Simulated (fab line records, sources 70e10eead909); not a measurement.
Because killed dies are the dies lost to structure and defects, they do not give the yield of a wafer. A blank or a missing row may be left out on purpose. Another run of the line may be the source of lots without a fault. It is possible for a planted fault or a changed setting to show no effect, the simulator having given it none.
Tool commonality check	flow nand harc	14 lots and 42 wafers in the sample

## WHY IT WAS OPENED
Flagged at NHARC_END_SORT_01: reading killed at periphery, on 3 of 14 lots. No-fault wafers: 3.6, standard deviation 2.4.
Rule: a lot is flagged when every wafer of it that has a number lies more than 4 standard deviations from that mean, or none has a number. The other lots count as sound.

lot	measured	on	killed at periphery, wafer by wafer	flag
L231	day 19 14:55	prober-01	4 0 1	
L233	day 19 22:40	prober-02	3 0 1	
L236	day 19 22:52	prober-01	2 2 6	
L234	day 20 08:23	prober-01	7 4 2	
L230	day 20 17:50	prober-02	6 8 4	
L238	day 21 05:49	prober-02	10 9 6	
L239	day 21 13:46	prober-01	1 2 3	
L240	day 22 13:22	prober-02	3 4 4	
L243	day 22 19:32	prober-01	7 8 0	
L247	day 23 23:44	prober-02	659 661 664	FLAGGED
L248	day 23 23:53	prober-01	655 649 657	FLAGGED
L249	day 24 07:35	prober-02	658 651 653	FLAGGED
L252	day 24 16:11	prober-02	4 5 4	
L253	day 24 20:52	prober-01	4 6 3	
Averaged over the flagged lots the numbers come to 656.3, +652.7 from the usual (+99 or more standard deviations).

## WHICH TOOL RAN EACH LOT
2 process steps preceding the reading are held in the record, out of 1159 steps in the route. Every cell lists first the tool, next ch and the chambers used by the sampled wafers, and last the start.
lot	flag	NHARC_P_ZERO_WELL_ETCH_62	NHARC_P_ZERO_WELL_IMPLANT_58
L231		rie diel-02 ch 0,1,3, day 1 21:17 or earlier	implanter-02 ch 0, day 1 21:17
L233		rie diel-10 ch 0,3, day 2 09:10 or earlier	implanter-02 ch 0, day 2 09:10
L236		rie diel-09 ch 0,1,3, day 3 03:09 or earlier	implanter-02 ch 0, day 3 03:09
L234		rie diel-09 ch 0,2,3, day 2 15:13 or earlier	implanter-02 ch 0, day 2 15:13
L230		rie diel-09 ch 1,3, day 1 15:09 or earlier	implanter-02 ch 0, day 1 15:09
L238		rie diel-10 ch 0,2, day 3 15:10 or earlier	implanter-01 ch 0, day 3 15:10
L239		rie diel-02 ch 0,2,3, day 3 21:16 or earlier	implanter-01 ch 0, day 3 21:16
L240		rie diel-09 ch 0,2, day 4 03:23 or earlier	implanter-02 ch 0, day 4 03:23
L243		rie diel-09 ch 1,3, day 4 21:23 or earlier	implanter-01 ch 0, day 4 21:23
L247	FLAGGED	rie diel-10 ch 1,2,3, day 5 21:18 or earlier	implanter-01, day 5 21:18
L248	FLAGGED	rie diel-02 ch 0,2,3, day 6 03:17 or earlier	implanter-02, day 6 03:17
L249	FLAGGED	rie diel-02 ch 0,1, day 6 09:17 or earlier	implanter-02, day 6 09:17
L252		rie diel-09 ch 1,2,3, day 7 03:13 or earlier	implanter-01 ch 0, day 7 03:13
L253		rie diel-09 ch 0,1,2, day 7 09:10 or earlier	implanter-01 ch 0, day 7 09:10
What these steps do:
- NHARC_P_ZERO_WELL_ETCH_62: etches the open film in CHF3/Ar, target depth 13 nm, time 6.5 s.
- NHARC_P_ZERO_WELL_IMPLANT_58
- NHARC_END_SORT_01

## FLAGGED OVER TOTAL, TOOL BY TOOL (the gauges that took the reading come last)
step	tool	lots run	flagged	share of the flagged lots	sound lots run after its first flagged lot
NHARC_P_ZERO_WELL_ETCH_62	rie diel-02	4	2	some	0
NHARC_P_ZERO_WELL_ETCH_62	rie diel-09	7	0	none	-
NHARC_P_ZERO_WELL_ETCH_62	rie diel-10	3	1	some	0
NHARC_P_ZERO_WELL_IMPLANT_58	implanter-01	6	1	some	2 (L252,L253)
NHARC_P_ZERO_WELL_IMPLANT_58	implanter-02	8	2	some	0
NHARC_END_SORT_01	prober-01	7	1	some	1 (L253)
NHARC_END_SORT_01	prober-02	7	2	some	1 (L252)
With no start given for some of its lots, NHARC_P_ZERO_WELL_ETCH_62 uses the hours and lot order of NHARC_P_ZERO_WELL_IMPLANT_58.

## WHAT THE TABLE ALLOWS
No row of the table ran every flagged lot.

## WHAT THE SIMULATOR PUT IN
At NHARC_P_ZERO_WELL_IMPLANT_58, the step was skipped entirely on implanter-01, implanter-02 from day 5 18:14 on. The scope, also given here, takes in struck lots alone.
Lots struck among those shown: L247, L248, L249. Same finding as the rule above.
